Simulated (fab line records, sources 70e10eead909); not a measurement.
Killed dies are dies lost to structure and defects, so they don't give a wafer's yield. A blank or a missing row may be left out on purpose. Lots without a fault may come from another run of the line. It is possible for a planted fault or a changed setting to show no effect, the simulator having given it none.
Matching of chambers ; flow nandHarc ; 4 sister chambers for NHARC_A_CHANNEL_FILL_D2_ALD_16 on aldHk-04
The step deposits SiO2, target thk 1.5 nm, pulse time 10 s, ald cycles 15. 24 wafers are shown with their chamber, then 12 later ones without.

WAFERS WITH THEIR CHAMBER
wafer;chamber;heaterPowerOuterW (W);heaterPowerW (W);precursorPulseHeightRel
L075.2;0;203;371;0.996
L075.3;2;263;481;0.995
L075.6;3;258;402;1.010
L080.2;3;256;406;0.991
L080.5;2;259;488;0.982
L080.6;1;282;508;0.995
L082.1;2;263;488;1.005
L082.4;0;201;385;1.041
L082.6;1;275;508;0.990
L086.1;0;201;380;0.966
L086.3;1;277;499;1.015
L086.4;2;262;499;0.984
L084.2;2;256;485;0.987
L084.3;0;207;388;0.996
L084.6;0;206;378;0.964
L088.2;2;252;458;1.006
L088.4;1;285;493;1.031
L088.5;0;203;379;1.041
L090.1;2;253;481;0.958
L090.2;3;274;410;1.016
L090.6;2;252;456;0.984
L093.3;0;203;387;0.966
L093.4;2;251;474;0.961
L093.5;3;270;421;1.000

SIGNATURES (averages over the wafers above)
reading;chamber 0;chamber 1;chamber 2;chamber 3;scatter within a chamber
heaterPowerOuterW;203.43;279.75;256.78;264.50;5.16
heaterPowerW;381.14;502.00;478.89;409.75;10.4
precursorPulseHeightRel;0.99571;1.00775;0.98467;1.00425;0.023
Rule: for each reading, subtract the chamber's mean from the wafer's reading, divide by that reading's scatter and square the result; add these up over the readings and take the root, which gives the wafer's distance from the chamber. If the next closest chamber is less than 2 further off than the closest, the wafer can't be placed; otherwise it belongs to the closest. The scatter: take each reading less its chamber's mean, square it, sum over the shown wafers, divide by the number of wafers less the number of chambers, and take the root.

WAFERS MISSING THEIR CHAMBER
wafer;heaterPowerOuterW (W);heaterPowerW (W);precursorPulseHeightRel
L094.1;257;426;0.992
L094.2;287;505;0.972
L094.6;270;420;0.969
L092.3;209;388;0.966
L092.4;261;413;0.981
L092.5;208;391;0.988
L095.2;202;384;0.993
L095.5;208;388;0.983
L095.6;262;406;1.004
L097.3;204;404;1.006
L097.4;267;425;1.014
L097.6;254;464;1.042

CHAMBER TAKEN BY EACH
wafer;from the rows above;in truth
L094.1;3;3
L094.2;1;1
L094.6;3;3
L092.3;0;0
L092.4;3;3
L092.5;0;0
L095.2;0;0
L095.5;0;0
L095.6;3;3
L097.3;0;0
L097.4;3;3
L097.6;2;2
Correctly placed: 12 of 12. Not placeable from these rows: 0. 0 placed wrongly.
